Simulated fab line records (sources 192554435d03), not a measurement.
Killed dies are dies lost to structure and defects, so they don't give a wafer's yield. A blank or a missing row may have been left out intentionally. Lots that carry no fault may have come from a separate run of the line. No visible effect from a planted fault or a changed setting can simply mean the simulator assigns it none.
What tool caused it? / flow n5_finfet / Sampling: 11 lots, 32 wafers, 6 of 1938 route steps

== WHAT THE GAUGES READ, wafer by wafer ==
N5_BEOL_M7_CD_MEAS_35: the cd target is 40 nm.
lot=L191; measured=day 10 12:11; on=cd_sem-02; cd_nm (nm)=40.3 40.4 40.3
lot=L192; measured=day 10 15:58; on=cd_sem-02; cd_nm (nm)=39.8 39.8 40.3
lot=L193; measured=day 10 16:25; on=cd_sem-01; cd_nm (nm)=39.5 40.3 39.7
lot=L194; measured=day 11 01:09; on=cd_sem-01; cd_nm (nm)=39.1 39.5
lot=L200; measured=day 12 12:49; on=cd_sem-02; cd_nm (nm)=39.6 40.3 40.4
lot=L208; measured=day 14 05:11; on=cd_sem-01; cd_nm (nm)=40.7 40.1 40.8
lot=L209; measured=day 14 07:24; on=cd_sem-01; cd_nm (nm)=40.2 39.6 39.3
lot=L212; measured=day 15 09:21; on=cd_sem-03; cd_nm (nm)=39.8 39.6 40.2
lot=L210; measured=day 15 09:40; on=cd_sem-02; cd_nm (nm)=40.0 39.9 40.4
lot=L214; measured=day 16 19:18; on=cd_sem-02; cd_nm (nm)=40.8 40.1 40.6
lot=L213; measured=day 16 19:42; on=cd_sem-02; cd_nm (nm)=39.8 39.8 40.3

N5_BEOL_M7_INSPECT_58: inspects for defects (darkfield).
lot=L191; measured=day 10 16:39; on=defect_inspect-01; raw_defect_count=55 137 107
lot=L192; measured=day 10 19:52; on=defect_inspect-02; raw_defect_count=104 93 78
lot=L193; measured=day 10 21:35; on=defect_inspect-02; raw_defect_count=24 60 27
lot=L194; measured=day 11 05:23; on=defect_inspect-01; raw_defect_count=108 93
lot=L200; measured=day 12 17:04; on=defect_inspect-02; raw_defect_count=49 882 90
lot=L208; measured=day 14 07:51; on=defect_inspect-02; raw_defect_count=35 77 63
lot=L209; measured=day 14 09:44; on=defect_inspect-02; raw_defect_count=88 111 59
lot=L212; measured=day 15 11:59; on=defect_inspect-02; raw_defect_count=61 57 117
lot=L210; measured=day 15 12:16; on=defect_inspect-01; raw_defect_count=69 77 75
lot=L214; measured=day 16 22:44; on=defect_inspect-01; raw_defect_count=81 81 64
lot=L213; measured=day 16 23:11; on=defect_inspect-02; raw_defect_count=53 66 61

N5_BEOL_M8_INSPECT_13: inspects for defects (brightfield).
lot=L191; measured=day 10 19:16; on=defect_inspect-02; raw_defect_count=386 454 419
lot=L192; measured=day 10 22:30; on=defect_inspect-02; raw_defect_count=417 394 450
lot=L193; measured=day 10 23:01; on=defect_inspect-02; raw_defect_count=404 411 312
lot=L194; measured=day 11 08:07; on=defect_inspect-01; raw_defect_count=382 489
lot=L200; measured=day 12 20:16; on=defect_inspect-02; raw_defect_count=412 1170 517
lot=L208; measured=day 14 11:23; on=defect_inspect-01; raw_defect_count=370 505 482
lot=L209; measured=day 14 13:07; on=defect_inspect-01; raw_defect_count=366 428 410
lot=L212; measured=day 15 13:32; on=defect_inspect-02; raw_defect_count=405 328 385
lot=L210; measured=day 15 17:19; on=defect_inspect-02; raw_defect_count=457 401 370
lot=L214; measured=day 17 01:23; on=defect_inspect-01; raw_defect_count=458 457 421
lot=L213; measured=day 17 01:37; on=defect_inspect-01; raw_defect_count=400 436 328

== WHICH TOOL RAN EACH LOT (tool, then ch and the chambers of the sampled wafers, then the start) ==
lot=L191; N5_BEOL_M7_CURE_75=uv_cure-02 ch 0, day 10 12:32; N5_BEOL_M7_SURFACE_TREAT_79=pvd_sputter-03, day 10 13:31; N5_BEOL_M7_PRE_CLEAN_55=pecvd-04 ch 0,1,2, day 10 16:31
lot=L192; N5_BEOL_M7_CURE_75=uv_cure-02 ch 2, day 10 16:04; N5_BEOL_M7_SURFACE_TREAT_79=pvd_sputter-03, day 10 18:08; N5_BEOL_M7_PRE_CLEAN_55=pecvd-02 ch 0,1, day 10 19:45
lot=L193; N5_BEOL_M7_CURE_75=uv_cure-02 ch 0, day 10 16:27; N5_BEOL_M7_SURFACE_TREAT_79=pvd_sputter-02, day 10 19:13; N5_BEOL_M7_PRE_CLEAN_55=pecvd-02 ch 0,1, day 10 21:28
lot=L194; N5_BEOL_M7_CURE_75=uv_cure-01 ch 0, day 11 01:19; N5_BEOL_M7_SURFACE_TREAT_79=pvd_sputter-02, day 11 03:34; N5_BEOL_M7_PRE_CLEAN_55=pecvd-04 ch 0, day 11 05:16
lot=L200; N5_BEOL_M7_CURE_75=uv_cure-01 ch 1, day 12 13:25; N5_BEOL_M7_SURFACE_TREAT_79=pvd_sputter-01, day 12 15:36; N5_BEOL_M7_PRE_CLEAN_55=pecvd-02 ch 0,1,2, day 12 16:57
lot=L208; N5_BEOL_M7_CURE_75=uv_cure-02 ch 0, day 14 05:14; N5_BEOL_M7_SURFACE_TREAT_79=pvd_sputter-03, day 14 06:43; N5_BEOL_M7_PRE_CLEAN_55=pecvd-04 ch 1,2, day 14 07:44
lot=L209; N5_BEOL_M7_CURE_75=uv_cure-03 ch 1, day 14 07:29; N5_BEOL_M7_SURFACE_TREAT_79=pvd_sputter-01, day 14 08:31; N5_BEOL_M7_PRE_CLEAN_55=pecvd-04 ch 0,1,2, day 14 09:37
lot=L212; N5_BEOL_M7_CURE_75=uv_cure-02 ch 0, day 15 09:23; N5_BEOL_M7_SURFACE_TREAT_79=pvd_sputter-03, day 15 10:32; N5_BEOL_M7_PRE_CLEAN_55=pecvd-04 ch 0,2, day 15 11:52
lot=L210; N5_BEOL_M7_CURE_75=uv_cure-02 ch 1, day 15 09:43; N5_BEOL_M7_SURFACE_TREAT_79=pvd_sputter-02, day 15 10:49; N5_BEOL_M7_PRE_CLEAN_55=pecvd-04 ch 1,2, day 15 12:08
lot=L214; N5_BEOL_M7_CURE_75=uv_cure-03 ch 2, day 16 19:20; N5_BEOL_M7_SURFACE_TREAT_79=pvd_sputter-02, day 16 21:05; N5_BEOL_M7_PRE_CLEAN_55=pecvd-04 ch 1,2, day 16 22:37
lot=L213; N5_BEOL_M7_CURE_75=uv_cure-01 ch 2, day 16 19:44; N5_BEOL_M7_SURFACE_TREAT_79=pvd_sputter-03, day 16 21:44; N5_BEOL_M7_PRE_CLEAN_55=pecvd-02 ch 1,2, day 16 23:04
- N5_BEOL_M7_CURE_75: cures SiCOH lowk, time 120 s.
- N5_BEOL_M7_SURFACE_TREAT_79
- N5_BEOL_M7_PRE_CLEAN_55: time 15 s.

== WHAT THE TOOLS THEMSELVES READ (means of the sampled wafers that have a number; where no wafer has one, the mark that the record gives instead) ==
N5_BEOL_M7_CURE_75.
lot=L191; tool=uv_cure-02; lamp_power_pct (%)=52.36; wafer_temp_C_max=371.8
lot=L192; tool=uv_cure-02; lamp_power_pct (%)=52.38; wafer_temp_C_max=371.1
lot=L193; tool=uv_cure-02; lamp_power_pct (%)=52.34; wafer_temp_C_max=371.7
lot=L194; tool=uv_cure-01; lamp_power_pct (%)=52.33; wafer_temp_C_max=372.6
lot=L200; tool=uv_cure-01; lamp_power_pct (%)=52.35; wafer_temp_C_max=372.7
lot=L208; tool=uv_cure-02; lamp_power_pct (%)=52.37; wafer_temp_C_max=372.0
lot=L209; tool=uv_cure-03; lamp_power_pct (%)=52.34; wafer_temp_C_max=371.4
lot=L212; tool=uv_cure-02; lamp_power_pct (%)=52.30; wafer_temp_C_max=371.4
lot=L210; tool=uv_cure-02; lamp_power_pct (%)=52.25; wafer_temp_C_max=371.2
lot=L214; tool=uv_cure-03; lamp_power_pct (%)=52.32; wafer_temp_C_max=371.1
lot=L213; tool=uv_cure-01; lamp_power_pct (%)=52.30; wafer_temp_C_max=370.8

== THE ANSWER, worked out from the rows above alone ==
Rule: what is usual is taken from the lots themselves. Put in order of their means at a reading, lots are off if they are a third of the lots or fewer, leave a main group of 4 or more, and stand apart from it by a gap of 3 or more times the standard deviation of the main group's means; of several such gaps the widest counts. A main group whose means are all the same, to the digits that the tables above print for the reading, isn't used. Also off: a lot with no number at a reading for which 4 or more lots have one. All remaining lots with rows at the step are treated as sound. First the gauges in route order, then the tools' own readings, where a lot's mean is used as printed above. At the first step where some lot is off, the reading lying furthest off is the one used; lots without a number count as furthest.
Off: L200 (N5_BEOL_M7_INSPECT_58, raw_defect_count). Main group: mean 76, sd 19.
A tool fits if, at a process step before that reading, it ran every lot that is off, and no sound lot after the first of them. Gauges at N5_BEOL_M7_INSPECT_58: tried the same way as those tools. Of those tried, none fits.

== WHAT THE SIMULATOR HAD PUT IN ==
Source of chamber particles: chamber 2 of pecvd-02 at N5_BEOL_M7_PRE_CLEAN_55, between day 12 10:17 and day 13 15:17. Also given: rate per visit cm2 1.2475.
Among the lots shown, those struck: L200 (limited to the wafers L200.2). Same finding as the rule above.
